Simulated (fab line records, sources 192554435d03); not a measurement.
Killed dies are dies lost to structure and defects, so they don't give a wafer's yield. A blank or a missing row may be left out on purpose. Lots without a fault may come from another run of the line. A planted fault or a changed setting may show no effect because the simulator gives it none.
Chamber matching | flow n5_finfet | N5_HKMG_FIN_ETCH_31 on rie_diel-05: 4 sister chambers
The step etches SiARC in CF4, target depth 45.5 nm, time 75.8 s. 4 wafers are shown with their chamber, then 7 later ones without.

WAFERS WITH THEIR CHAMBER
wafer  | chamber | showerhead_plenum_p_Torr (Torr)
L281.4 | 3       | 2.04
L283.2 | 1       | 2.11
L288.1 | 2       | 2.24
L288.4 | 0       | 2.25

WAFERS WITHOUT THEIR CHAMBER
wafer  | showerhead_plenum_p_Torr (Torr)
L288.5 | 2.25
L289.1 | 2.24
L289.4 | 2.10
L289.6 | 2.24
L290.3 | 2.10
L290.5 | 2.03
L290.6 | 2.25

WHICH CHAMBER EACH WENT THROUGH
wafer  | from the rows above     | in truth
L288.5 | can't be placed: 0 or 2 | 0
L289.1 | can't be placed: 2 or 0 | 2
L289.4 | 1                       | 1
L289.6 | can't be placed: 2 or 0 | 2
L290.3 | 1                       | 1
L290.5 | 3                       | 3
L290.6 | can't be placed: 0 or 2 | 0
Placed correctly: 3 of 7. Can't be placed from these rows: 4 (the true chamber is among the candidates in 4). Placed wrongly: 0.
How it was worked out, from the rows above alone: a wafer's distance from a chamber is the root of the sum, over the readings, of the square of ((its reading less the chamber's mean) divided by the reading's scatter). The wafer belongs to the nearest chamber; if the next one is less than 2 further off, it can't be placed. A chamber's mean is the mean of its shown wafers. The scatter: with one shown wafer a chamber, the root of the mean of the squares of how far each hidden wafer lies from its nearest shown one.
